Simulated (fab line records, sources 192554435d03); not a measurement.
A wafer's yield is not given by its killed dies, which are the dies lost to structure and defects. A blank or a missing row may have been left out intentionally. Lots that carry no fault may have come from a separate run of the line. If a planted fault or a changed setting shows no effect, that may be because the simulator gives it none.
What tool caused it? :: flow n5_finfet :: 24 lots, 72 wafers sampled, at 5 steps of a route of 1938

== WHAT EACH GAUGE READ, for each wafer ==
N5_BEOL_M13_CD_MEAS_28: the cd target is 209.5 nm. Usual: cd_nm reads 209.1 nm (standard deviation 1.2).
lot: L075
measured: day 11 05:58
on: cd_sem-03
cd_nm (nm): 209.5 208.7 209.5
flag: 

lot: L076
measured: day 11 12:40
on: cd_sem-02
cd_nm (nm): 210.3 209.7 210.5
flag: 

lot: L074
measured: day 11 14:57
on: cd_sem-02
cd_nm (nm): 209.6 207.8 207.6
flag: 

lot: L077
measured: day 11 20:46
on: cd_sem-01
cd_nm (nm): 209.2 209.2 209.1
flag: 

lot: L079
measured: day 12 21:52
on: cd_sem-03
cd_nm (nm): 206.3 207.4 208.1
flag: 

lot: L078
measured: day 12 23:15
on: cd_sem-01
cd_nm (nm): 207.8 209.0 207.2
flag: 

lot: L082
measured: day 13 03:23
on: cd_sem-03
cd_nm (nm): 211.2 208.1 208.1
flag: 

lot: L081
measured: day 13 04:26
on: cd_sem-03
cd_nm (nm): 208.3 208.5 206.8
flag: 

lot: L080
measured: day 13 04:53
on: cd_sem-03
cd_nm (nm): 208.8 207.4 207.5
flag: 

lot: L083
measured: day 13 15:09
on: cd_sem-02
cd_nm (nm): 208.7 210.1 208.3
flag: 

lot: L085
measured: day 13 17:22
on: cd_sem-03
cd_nm (nm): 206.6 207.4 207.2
flag: 

lot: L084
measured: day 14 00:13
on: cd_sem-03
cd_nm (nm): 207.1 208.1 207.3
flag: 

lot: L086
measured: day 14 13:01
on: cd_sem-03
cd_nm (nm): 211.1 208.9 209.3
flag: 

lot: L087
measured: day 14 15:50
on: cd_sem-02
cd_nm (nm): 211.1 210.4 209.6
flag: 

lot: L088
measured: day 14 16:16
on: cd_sem-02
cd_nm (nm): 208.6 207.0 207.6
flag: 

lot: L089
measured: day 15 00:49
on: cd_sem-02
cd_nm (nm): 210.7 209.5 209.5
flag: 

lot: L090
measured: day 15 08:45
on: cd_sem-03
cd_nm (nm): 210.6 209.0 208.1
flag: 

lot: L091
measured: day 15 09:21
on: cd_sem-03
cd_nm (nm): 209.5 209.6 209.1
flag: 

lot: L092
measured: day 15 14:34
on: cd_sem-01
cd_nm (nm): 210.7 209.1 209.9
flag: 

lot: L095
measured: day 16 04:04
on: cd_sem-02
cd_nm (nm): 208.9 209.7 209.3
flag: 

lot: L093
measured: day 16 13:10
on: cd_sem-01
cd_nm (nm): 210.5 211.1 208.3
flag: 

lot: L096
measured: day 16 20:32
on: cd_sem-01
cd_nm (nm): 209.7 210.5 209.7
flag: 

lot: L094
measured: day 16 20:34
on: cd_sem-03
cd_nm (nm): 209.0 209.0 208.7
flag: 

lot: L097
measured: day 17 07:47
on: cd_sem-03
cd_nm (nm): 212.0 211.1 210.0
flag: 

N5_BEOL_M13_RS_MEAS_54: measurement is done with a four-point probe. Usual: M13_RS gives 0.0446 ohm/sq (standard deviation 0.00089).
lot: L075
measured: day 11 10:59
on: film_metro-01
M13_RS (ohm/sq): 0.0464 0.0449 0.0445
flag: 

lot: L076
measured: day 11 17:12
on: film_metro-02
M13_RS (ohm/sq): 0.0438 0.0445 0.0449
flag: 

lot: L074
measured: day 11 20:11
on: film_metro-01
M13_RS (ohm/sq): 0.0447 0.0434 0.0445
flag: 

lot: L077
measured: day 12 02:33
on: film_metro-02
M13_RS (ohm/sq): 0.0453 0.0462 0.0451
flag: 

lot: L079
measured: day 13 03:40
on: film_metro-02
M13_RS (ohm/sq): 0.0441 0.0463 0.0439
flag: 

lot: L078
measured: day 13 03:49
on: film_metro-01
M13_RS (ohm/sq): 0.0443 0.0443 0.0448
flag: 

lot: L082
measured: day 13 06:14
on: film_metro-02
M13_RS (ohm/sq): 0.0456 0.0457 0.0435
flag: 

lot: L081
measured: day 13 09:46
on: film_metro-02
M13_RS (ohm/sq): 0.0438 0.0445 0.0436
flag: 

lot: L080
measured: day 13 10:35
on: film_metro-02
M13_RS (ohm/sq): 0.0447 0.0458 0.0471
flag: 

lot: L083
measured: day 13 19:37
on: film_metro-01
M13_RS (ohm/sq): 0.0435 0.0439 0.0436
flag: 

lot: L085
measured: day 13 23:22
on: film_metro-01
M13_RS (ohm/sq): 0.0435 0.0436 0.0437
flag: 

lot: L084
measured: day 14 04:14
on: film_metro-01
M13_RS (ohm/sq): 0.0436 0.0456 0.0438
flag: 

lot: L086
measured: day 14 16:15
on: film_metro-01
M13_RS (ohm/sq): 0.0475 0.0449 0.0447
flag: 

lot: L087
measured: day 14 22:09
on: film_metro-01
M13_RS (ohm/sq): 0.0445 0.0444 0.0446
flag: 

lot: L088
measured: day 14 22:49
on: film_metro-01
M13_RS (ohm/sq): 0.0434 0.0449 0.0442
flag: 

lot: L089
measured: day 15 04:16
on: film_metro-02
M13_RS (ohm/sq): 0.0445 0.0432 0.0436
flag: 

lot: L090
measured: day 15 13:44
on: film_metro-02
M13_RS (ohm/sq): 0.0440 0.0454 0.0467
flag: 

lot: L091
measured: day 15 16:00
on: film_metro-01
M13_RS (ohm/sq): 0.0444 0.0461 0.0447
flag: 

lot: L092
measured: day 15 18:39
on: film_metro-02
M13_RS (ohm/sq): 0.0448 0.0444 0.0455
flag: 

lot: L095
measured: day 16 10:44
on: film_metro-01
M13_RS (ohm/sq): 0.0436 0.0440 0.0448
flag: 

lot: L093
measured: day 16 18:17
on: film_metro-01
M13_RS (ohm/sq): 0.0446 0.0445 0.0445
flag: 

lot: L096
measured: day 16 23:46
on: film_metro-02
M13_RS (ohm/sq): 0.0441 0.0447 0.0450
flag: 

lot: L094
measured: day 17 00:17
on: film_metro-02
M13_RS (ohm/sq): 0.0452 0.0437 0.0447
flag: 

lot: L097
measured: day 17 15:25
on: film_metro-02
M13_RS (ohm/sq): 0.0459 0.0441 0.0461
flag: 

N5_BEOL_M14_INSPECT_55: inspects for defects (darkfield). Usual: raw_defect_count reads 69 (standard deviation 24).
lot: L075
measured: day 11 17:08
on: defect_inspect-02
raw_defect_count: 53 81 65
flag: 

lot: L076
measured: day 11 21:15
on: defect_inspect-02
raw_defect_count: 104 103 69
flag: 

lot: L074
measured: day 12 01:59
on: defect_inspect-01
raw_defect_count: 61 82 38
flag: 

lot: L077
measured: day 12 11:31
on: defect_inspect-02
raw_defect_count: 61 39 92
flag: 

lot: L079
measured: day 13 10:00
on: defect_inspect-02
raw_defect_count: 139 74 77
flag: 

lot: L078
measured: day 13 10:32
on: defect_inspect-02
raw_defect_count: 43 84 39
flag: 

lot: L082
measured: day 13 11:00
on: defect_inspect-01
raw_defect_count: 49 33 37
flag: 

lot: L081
measured: day 13 17:47
on: defect_inspect-02
raw_defect_count: 51 64 51
flag: 

lot: L080
measured: day 13 19:35
on: defect_inspect-02
raw_defect_count: 63 72 79
flag: 

lot: L083
measured: day 13 23:45
on: defect_inspect-01
raw_defect_count: 57 64 34
flag: 

lot: L085
measured: day 14 04:29
on: defect_inspect-02
raw_defect_count: 65 43 65
flag: 

lot: L084
measured: day 14 10:01
on: defect_inspect-02
raw_defect_count: 163 103 99
flag: 

lot: L086
measured: day 14 23:17
on: defect_inspect-01
raw_defect_count: 49 65 39
flag: 

lot: L087
measured: day 15 06:07
on: defect_inspect-02
raw_defect_count: 70 49 45
flag: 

lot: L088
measured: day 15 07:16
on: defect_inspect-02
raw_defect_count: 80 57 78
flag: 

lot: L089
measured: day 15 09:45
on: defect_inspect-02
raw_defect_count: 53 29 74
flag: 

lot: L090
measured: day 15 20:32
on: defect_inspect-02
raw_defect_count: 78 73 104
flag: 

lot: L091
measured: day 15 21:01
on: defect_inspect-02
raw_defect_count: 64 72 71
flag: 

lot: L092
measured: day 16 02:14
on: defect_inspect-02
raw_defect_count: 51 52 86
flag: 

lot: L095
measured: day 16 17:39
on: defect_inspect-01
raw_defect_count: 63 59 53
flag: 

lot: L093
measured: day 17 00:46
on: defect_inspect-01
raw_defect_count: 60 47 52
flag: 

lot: L096
measured: day 17 03:44
on: defect_inspect-01
raw_defect_count: 87 69 45
flag: 

lot: L094
measured: day 17 05:40
on: defect_inspect-02
raw_defect_count: 51 66 59
flag: 

lot: L097
measured: day 17 21:22
on: defect_inspect-01
raw_defect_count: 50 61 56
flag: 

== WHAT TOOL EACH LOT RAN ON (gives the tool, then ch and the chambers of the sampled wafers, and finally the start) ==
lot: L075
N5_BEOL_M13_CMP_49: cmp-04 ch 0,3, day 11 10:34
N5_BEOL_M14_ANNEAL_48: rtp_anneal-01 ch 0, day 11 16:24

lot: L076
N5_BEOL_M13_CMP_49: cmp-01 ch 0,2,3, day 11 16:47
N5_BEOL_M14_ANNEAL_48: rtp_anneal-01 ch 0, day 11 20:30

lot: L074
N5_BEOL_M13_CMP_49: cmp-04 ch 2,3, day 11 19:46
N5_BEOL_M14_ANNEAL_48: rtp_anneal-02 ch 0, day 12 01:17

lot: L077
N5_BEOL_M13_CMP_49: cmp-04 ch 1,2, day 12 02:07
N5_BEOL_M14_ANNEAL_48: rtp_anneal-01 ch 0, day 12 10:51

lot: L079
N5_BEOL_M13_CMP_49: cmp-02 ch 1,3, day 13 03:16
N5_BEOL_M14_ANNEAL_48: rtp_anneal-01 ch 0, day 13 09:18

lot: L078
N5_BEOL_M13_CMP_49: cmp-01 ch 0,3, day 13 03:23
N5_BEOL_M14_ANNEAL_48: rtp_anneal-01 ch 0, day 13 09:47

lot: L082
N5_BEOL_M13_CMP_49: cmp-02 ch 0,3, day 13 05:48
N5_BEOL_M14_ANNEAL_48: rtp_anneal-01 ch 0, day 13 10:20

lot: L081
N5_BEOL_M13_CMP_49: cmp-01 ch 0,2,3, day 13 09:25
N5_BEOL_M14_ANNEAL_48: rtp_anneal-02 ch 0, day 13 17:02

lot: L080
N5_BEOL_M13_CMP_49: cmp-01 ch 1,2, day 13 10:09
N5_BEOL_M14_ANNEAL_48: rtp_anneal-01 ch 0, day 13 18:53

lot: L083
N5_BEOL_M13_CMP_49: cmp-01 ch 0,1,2, day 13 19:16
N5_BEOL_M14_ANNEAL_48: rtp_anneal-02 ch 0, day 13 23:01

lot: L085
N5_BEOL_M13_CMP_49: cmp-02 ch 0,1,3, day 13 22:59
N5_BEOL_M14_ANNEAL_48: rtp_anneal-02 ch 0, day 14 03:43

lot: L084
N5_BEOL_M13_CMP_49: cmp-04 ch 0,3, day 14 03:49
N5_BEOL_M14_ANNEAL_48: rtp_anneal-01 ch 0, day 14 09:16

lot: L086
N5_BEOL_M13_CMP_49: cmp-02 ch 0,3, day 14 15:50
N5_BEOL_M14_ANNEAL_48: rtp_anneal-02 ch 0, day 14 22:37

lot: L087
N5_BEOL_M13_CMP_49: cmp-01 ch 2,3, day 14 21:43
N5_BEOL_M14_ANNEAL_48: rtp_anneal-02 ch 0, day 15 05:25

lot: L088
N5_BEOL_M13_CMP_49: cmp-01 ch 0,1, day 14 22:26
N5_BEOL_M14_ANNEAL_48: rtp_anneal-02 ch 0, day 15 06:36

lot: L089
N5_BEOL_M13_CMP_49: cmp-02 ch 0,2,3, day 15 03:51
N5_BEOL_M14_ANNEAL_48: rtp_anneal-02 ch 0, day 15 09:00

lot: L090
N5_BEOL_M13_CMP_49: cmp-02 ch 0,1,3, day 15 13:19
N5_BEOL_M14_ANNEAL_48: rtp_anneal-02 ch 0, day 15 19:49

lot: L091
N5_BEOL_M13_CMP_49: cmp-01 ch 1,2,3, day 15 15:35
N5_BEOL_M14_ANNEAL_48: rtp_anneal-01 ch 0, day 15 19:59

lot: L092
N5_BEOL_M13_CMP_49: cmp-01 ch 0,1,2, day 15 18:14
N5_BEOL_M14_ANNEAL_48: rtp_anneal-02 ch 0, day 16 01:29

lot: L095
N5_BEOL_M13_CMP_49: cmp-01 ch 1,2, day 16 10:19
N5_BEOL_M14_ANNEAL_48: rtp_anneal-02 ch 0, day 16 16:57

lot: L093
N5_BEOL_M13_CMP_49: cmp-02 ch 1,2,3, day 16 17:56
N5_BEOL_M14_ANNEAL_48: rtp_anneal-01 ch 0, day 17 00:02

lot: L096
N5_BEOL_M13_CMP_49: cmp-01 ch 0,1,3, day 16 23:20
N5_BEOL_M14_ANNEAL_48: rtp_anneal-01 ch 0, day 17 02:59

lot: L094
N5_BEOL_M13_CMP_49: cmp-01 ch 0,2, day 16 23:52
N5_BEOL_M14_ANNEAL_48: rtp_anneal-02 ch 0, day 17 04:46

lot: L097
N5_BEOL_M13_CMP_49: cmp-02 ch 0,1, day 17 14:59
N5_BEOL_M14_ANNEAL_48: rtp_anneal-02 ch 0, day 17 20:31
- N5_BEOL_M13_CMP_49: polishes, stops on SiOC, t overpolish 17.1 s, target thk 420 nm.
- N5_BEOL_M14_ANNEAL_48: time 90 s.

== WHAT THE TOOLS THEMSELVES READ (means of the sampled wafers that have a number; where no wafer has one, the mark that the record gives instead) ==
N5_BEOL_M13_CMP_49. Usual: barrier_field_endpoint_s 30.3 s, standard deviation 0.72; motor_current_A 6.1 A, standard deviation 0.59; overpolish_run_s 17.100 s, standard deviation 0.0091; platen_rpm 50.00 rpm, standard deviation 0.033.
lot: L075
tool: cmp-04
barrier_field_endpoint_s (s): 30.3
motor_current_A (A): 6.0
overpolish_run_s (s): 17.103
platen_rpm (rpm): 50.02
flag: 

lot: L076
tool: cmp-01
barrier_field_endpoint_s (s): 29.7
motor_current_A (A): 6.3
overpolish_run_s (s): 17.102
platen_rpm (rpm): 49.99
flag: 

lot: L074
tool: cmp-04
barrier_field_endpoint_s (s): 30.1
motor_current_A (A): 5.9
overpolish_run_s (s): 17.093
platen_rpm (rpm): 50.00
flag: 

lot: L077
tool: cmp-04
barrier_field_endpoint_s (s): 31.0
motor_current_A (A): 5.9
overpolish_run_s (s): 17.103
platen_rpm (rpm): 49.97
flag: 

lot: L079
tool: cmp-02
barrier_field_endpoint_s (s): 30.7
motor_current_A (A): 6.2
overpolish_run_s (s): 17.094
platen_rpm (rpm): 49.93
flag: 

lot: L078
tool: cmp-01
barrier_field_endpoint_s (s): 29.6
motor_current_A (A): 5.8
overpolish_run_s (s): 17.094
platen_rpm (rpm): 50.00
flag: 

lot: L082
tool: cmp-02
barrier_field_endpoint_s (s): 30.8
motor_current_A (A): 5.6
overpolish_run_s (s): 17.098
platen_rpm (rpm): 50.01
flag: 

lot: L081
tool: cmp-01
barrier_field_endpoint_s (s): 29.6
motor_current_A (A): 6.2
overpolish_run_s (s): 17.101
platen_rpm (rpm): 50.01
flag: 

lot: L080
tool: cmp-01
barrier_field_endpoint_s (s): 30.1
motor_current_A (A): 6.2
overpolish_run_s (s): 17.102
platen_rpm (rpm): 49.99
flag: 

lot: L083
tool: cmp-01
barrier_field_endpoint_s (s): 31.1
motor_current_A (A): 6.4
overpolish_run_s (s): 17.097
platen_rpm (rpm): 50.04
flag: 

lot: L085
tool: cmp-02
barrier_field_endpoint_s (s): 30.6
motor_current_A (A): 5.9
overpolish_run_s (s): 17.108
platen_rpm (rpm): 50.01
flag: 

lot: L084
tool: cmp-04
barrier_field_endpoint_s (s): 30.2
motor_current_A (A): 6.0
overpolish_run_s (s): 17.093
platen_rpm (rpm): 49.99
flag: 

lot: L086
tool: cmp-02
barrier_field_endpoint_s (s): 30.6
motor_current_A (A): 5.8
overpolish_run_s (s): 17.099
platen_rpm (rpm): 50.01
flag: 

lot: L087
tool: cmp-01
barrier_field_endpoint_s (s): 30.1
motor_current_A (A): 5.9
overpolish_run_s (s): 17.103
platen_rpm (rpm): 50.02
flag: 

lot: L088
tool: cmp-01
barrier_field_endpoint_s (s): 29.6
motor_current_A (A): 6.3
overpolish_run_s (s): 17.102
platen_rpm (rpm): 49.98
flag: 

lot: L089
tool: cmp-02
barrier_field_endpoint_s (s): 30.3
motor_current_A (A): 6.0
overpolish_run_s (s): 17.099
platen_rpm (rpm): 49.97
flag: 

lot: L090
tool: cmp-02
barrier_field_endpoint_s (s): 30.2
motor_current_A (A): 6.1
overpolish_run_s (s): 17.104
platen_rpm (rpm): 50.03
flag: 

lot: L091
tool: cmp-01
barrier_field_endpoint_s (s): 31.2
motor_current_A (A): 5.8
overpolish_run_s (s): 17.103
platen_rpm (rpm): 49.99
flag: 

lot: L092
tool: cmp-01
barrier_field_endpoint_s (s): 31.1
motor_current_A (A): 6.5
overpolish_run_s (s): 17.105
platen_rpm (rpm): 49.97
flag: 

lot: L095
tool: cmp-01
barrier_field_endpoint_s (s): 29.3
motor_current_A (A): 6.3
overpolish_run_s (s): 17.096
platen_rpm (rpm): 50.04
flag: 

lot: L093
tool: cmp-02
barrier_field_endpoint_s (s): 29.7
motor_current_A (A): 6.3
overpolish_run_s (s): 17.094
platen_rpm (rpm): 50.02
flag: 

lot: L096
tool: cmp-01
barrier_field_endpoint_s (s): 29.3
motor_current_A (A): 6.1
overpolish_run_s (s): 17.096
platen_rpm (rpm): 50.04
flag: 

lot: L094
tool: cmp-01
barrier_field_endpoint_s (s): 30.6
motor_current_A (A): 6.5
overpolish_run_s (s): 17.090
platen_rpm (rpm): 50.02
flag: 

lot: L097
tool: cmp-02
barrier_field_endpoint_s (s): 30.3
motor_current_A (A): 6.6
overpolish_run_s (s): 17.107
platen_rpm (rpm): 49.98
flag: 

N5_BEOL_M14_ANNEAL_48. Usual: wafer_temp_C_max reads 226.48 (standard deviation 0.27).
lot: L075
tool: rtp_anneal-01
wafer_temp_C_max: 226.75
flag: 

lot: L076
tool: rtp_anneal-01
wafer_temp_C_max: 226.15
flag: 

lot: L074
tool: rtp_anneal-02
wafer_temp_C_max: 226.10
flag: 

lot: L077
tool: rtp_anneal-01
wafer_temp_C_max: 226.37
flag: 

lot: L079
tool: rtp_anneal-01
wafer_temp_C_max: 226.41
flag: 

lot: L078
tool: rtp_anneal-01
wafer_temp_C_max: 226.56
flag: 

lot: L082
tool: rtp_anneal-01
wafer_temp_C_max: 226.58
flag: 

lot: L081
tool: rtp_anneal-02
wafer_temp_C_max: 226.57
flag: 

lot: L080
tool: rtp_anneal-01
wafer_temp_C_max: 226.30
flag: 

lot: L083
tool: rtp_anneal-02
wafer_temp_C_max: 226.30
flag: 

lot: L085
tool: rtp_anneal-02
wafer_temp_C_max: 226.54
flag: 

lot: L084
tool: rtp_anneal-01
wafer_temp_C_max: 226.44
flag: 

lot: L086
tool: rtp_anneal-02
wafer_temp_C_max: 226.61
flag: 

lot: L087
tool: rtp_anneal-02
wafer_temp_C_max: 226.28
flag: 

lot: L088
tool: rtp_anneal-02
wafer_temp_C_max: 226.40
flag: 

lot: L089
tool: rtp_anneal-02
wafer_temp_C_max: 226.39
flag: 

lot: L090
tool: rtp_anneal-02
wafer_temp_C_max: 226.35
flag: 

lot: L091
tool: rtp_anneal-01
wafer_temp_C_max: 226.70
flag: 

lot: L092
tool: rtp_anneal-02
wafer_temp_C_max: 226.69
flag: 

lot: L095
tool: rtp_anneal-02
wafer_temp_C_max: 226.65
flag: 

lot: L093
tool: rtp_anneal-01
wafer_temp_C_max: 226.39
flag: 

lot: L096
tool: rtp_anneal-01
wafer_temp_C_max: 226.43
flag: 

lot: L094
tool: rtp_anneal-02
wafer_temp_C_max: 226.62
flag: 

lot: L097
tool: rtp_anneal-02
wafer_temp_C_max: 226.55
flag: 

== THE ANSWER, worked out from the rows above alone ==
Rule: take the mean of a lot's wafers that have a number; if it is more than 3 standard deviations from the usual mean, the lot is off. A lot without any number at a reading at which 4 lots or more have one is off too. Where the step has rows for the other lots, those lots are counted as sound. The gauges are gone through in route order, then the tools' own readings, and for those a lot's mean is taken as printed above. The first step at which some lot is off is used, and at that step the reading that is off furthest; a lot without a number counts as furthest.
No lot is off at any reading shown: from this, nothing can be told.

== WHAT THE SIMULATOR HAD INSERTED ==
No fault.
